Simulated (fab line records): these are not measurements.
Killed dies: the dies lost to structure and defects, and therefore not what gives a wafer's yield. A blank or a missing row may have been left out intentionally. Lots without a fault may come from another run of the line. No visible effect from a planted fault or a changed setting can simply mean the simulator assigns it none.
8D (eight disciplines) problem report, filled in by code	flow nand harc	the parts of the form that need people (team, actions taken, sign-off) are left out

## 1. WHAT IS WRONG
Wafers with no fault read 55 with a standard deviation of 19, whereas killed at array at NHARC_END_SORT_01 reads a mean of 672 on 1 wafer of 1 lot. Measured from the usual mean, that is +32 standard deviations.
Seen first at day 30 03:10 on prober-02, wafer L581.2. Wafers with a number at this step in the record: 6, from 2 lots. Rule for "out", or "out of limits": more than 4 standard deviations from the usual mean. Any other wafer with a number is counted as sound.

## 2. WHAT IT IS; WHAT IT IS NOT
question	is	is not
which readings at this step	killed at array, killed dies	killed at other, killed at periphery, killed open, killed short
which lots	L581	L585
which wafers of those lots	L581.2	L581.1, L581.4
read on which gauges	prober-02	-
when	from day 30 03:10	up to then (1 sound wafer); but 4 sound wafers of L581, L585 came after

## 3. WHAT RULES OUT EACH SUSPECT
Counting: a tool at a process step up to the reading stays a suspect if it ran every lot that is out. Sound lots after the first of them don't rule it out here, since some wafers of a struck lot are sound.
- the gauge at NHARC_END_SORT_01 has been ruled out. All the wafers that are out were read on prober-02, but those of them that NHARC_A_STAIRCASE_ETCH_223 has rows for are out there too, on other tools.
- rie diel-04 at NHARC_A_STAIRCASE_ETCH_201 (etches the open film in C4F8/O2, target depth 100 nm, time 40.5 s): kept. It ran the lot that is out, L581 (day 21 07:23). NHARC_A_STAIRCASE_ETCH_201 gives no start for some lots, so the hours and the order of its lots are those of NHARC_A_STAIRCASE_ETCH_223.
- rie diel-04 at NHARC_A_STAIRCASE_ETCH_223 (etches the open film in C4F8/O2, target depth 100 nm, time 40.5 s): kept. It ran the lot that is out, L581 (day 21 07:23). Out on those wafers are its own readings of run length s.
- rie diel-04 at NHARC_A_STAIRCASE_ETCH_225 (etches the open film in C4F8/O2, target depth 100 nm, time 40.5 s): kept. It ran the lot that is out, L581 (day 30 02:23). NHARC_A_STAIRCASE_ETCH_225 gives no start for some lots, so the hours and the order of its lots are those of NHARC_END_SORT_01.
- rie diel-04 at NHARC_A_STAIRCASE_TRIM_235 (chemistry O2, time 211.2 s): kept. It ran the lot that is out, L581 (day 30 02:23). NHARC_A_STAIRCASE_TRIM_235 gives no start for some lots, so the hours and the order of its lots are those of NHARC_END_SORT_01.
- rie diel-04, NHARC_A_STAIRCASE_ETCH_201: wafers that are out in chamber 0, sound lot-mates in chambers 1, 2.
- rie diel-04, NHARC_A_STAIRCASE_ETCH_223: wafers that are out in chamber 0, sound lot-mates in chambers 1, 3.
- rie diel-04, NHARC_A_STAIRCASE_ETCH_225: wafers that are out in chamber 2, sound lot-mates in chambers 0, 1.
- rie diel-04, NHARC_A_STAIRCASE_TRIM_235: wafers that are out in chamber 1, sound lot-mates in chambers 2, 3.
Left after counting: rie diel-04 at NHARC_A_STAIRCASE_ETCH_201, rie diel-04 at NHARC_A_STAIRCASE_ETCH_223, rie diel-04 at NHARC_A_STAIRCASE_ETCH_225, rie diel-04 at NHARC_A_STAIRCASE_TRIM_235.

## 4. THE CAUSE (what the simulator had put in)
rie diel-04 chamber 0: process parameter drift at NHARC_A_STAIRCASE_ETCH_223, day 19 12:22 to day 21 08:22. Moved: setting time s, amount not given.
After counting, 4 suspects remain, this tool included.

## 5. THE EFFECT CHAIN, in route order
Each row: a reading where the mean over the struck wafers with a number is more than 3 standard deviations away from the usual. Scope: only readings with a usual standard deviation given in the record; hours: median across lots of the time from each lot's start at the first step in this table that gives one to its start at this step; sigmas: change in usual standard deviations.
hours	step	reading	usual	on struck wafers	change	sigmas
0	NHARC_A_STAIRCASE_ETCH_223	run length s	61.9 s	49.1	-12.8	-29
212	NHARC_END_SORT_01	killed at array	55	672	+617	+32
212	NHARC_END_SORT_01	killed dies	60	677	+617	+32
Here are the process steps it includes:
- NHARC_A_STAIRCASE_ETCH_223: etches the open film in C4F8/O2, target depth 100 nm, time 40.5 s.

## 6. HOW IT WOULD HAVE BEEN CAUGHT EARLIER
255 hours passed between the start of the fault at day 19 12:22 and the first reading out of limits at a measuring or inspecting step in this record, taken at day 30 03:10.
Tool's own readings at NHARC_A_STAIRCASE_ETCH_223, run length s: out on all struck wafers the step has rows for; an alarm limit on them would have tripped on the first.
By day 30 03:10 the whole set of lots that are out, 1 in number, had already begun NHARC_A_STAIRCASE_ETCH_223 on rie diel-04. A hold on the tool at that time would have spared none of them.
